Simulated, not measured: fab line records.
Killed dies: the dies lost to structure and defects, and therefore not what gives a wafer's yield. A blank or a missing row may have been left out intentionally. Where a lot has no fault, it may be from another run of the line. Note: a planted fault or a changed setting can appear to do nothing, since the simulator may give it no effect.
Which tool was responsible? | flow nand-harc | 6 lots, 18 wafers sampled, at 2 steps of a route of 1302

## WHAT EACH GAUGE READ, for each wafer
NHARC_A_SIN_REMOVE_INSPECT_04.
lot  | measured     | on                | raw-defect-count
L616 | day 20 18:31 | defect-inspect-02 | 486 427 475
L619 | day 21 12:35 | defect-inspect-01 | 419 428 335
L623 | day 23 11:17 | defect-inspect-02 | 576 563 381
L633 | day 27 17:07 | defect-inspect-01 | 493 420 447
L637 | day 29 09:04 | defect-inspect-02 | 269 330 329
L639 | day 30 08:19 | defect-inspect-01 | 346 445 317

## WHAT TOOL EACH LOT RAN ON (gives the tool, then ch and the chambers of the sampled wafers, and finally the start)
lot  | NHARC_A_SLIT_STRIP_18
L616 | rie-diel-10 ch 2,3, day 20 18:31 or earlier
L619 | rie-diel-13 ch 0,1, day 21 12:35 or earlier
L623 | rie-diel-01 ch 0,2,3, day 23 11:17 or earlier
L633 | rie-diel-10 ch 1,2, day 27 17:07 or earlier
L637 | rie-diel-01 ch 1,2, day 29 09:04 or earlier
L639 | rie-diel-10 ch 0,1,3, day 30 08:19 or earlier
- NHARC_A_SLIT_STRIP_18: strips in O2.

## THE ANSWER, worked out from the rows above alone
Rule: usual is defined by the lots themselves. The widest of any qualifying gaps counts: lots, ordered by their means at a reading, are off when they make up no more than a third of the lots, leave a main group of 4 or more, and stand apart from it by 3 or more times the standard deviation of that group's means. A main group whose means are all the same, to the digits that the tables above print for the reading, isn't used. A lot without any number at a reading at which 4 lots or more have one is off too. Any other lot the step has rows for is counted as sound.
Across all readings shown, no lot is off: no conclusion can be drawn from this.

## WHAT THE SIMULATOR HAD INSERTED
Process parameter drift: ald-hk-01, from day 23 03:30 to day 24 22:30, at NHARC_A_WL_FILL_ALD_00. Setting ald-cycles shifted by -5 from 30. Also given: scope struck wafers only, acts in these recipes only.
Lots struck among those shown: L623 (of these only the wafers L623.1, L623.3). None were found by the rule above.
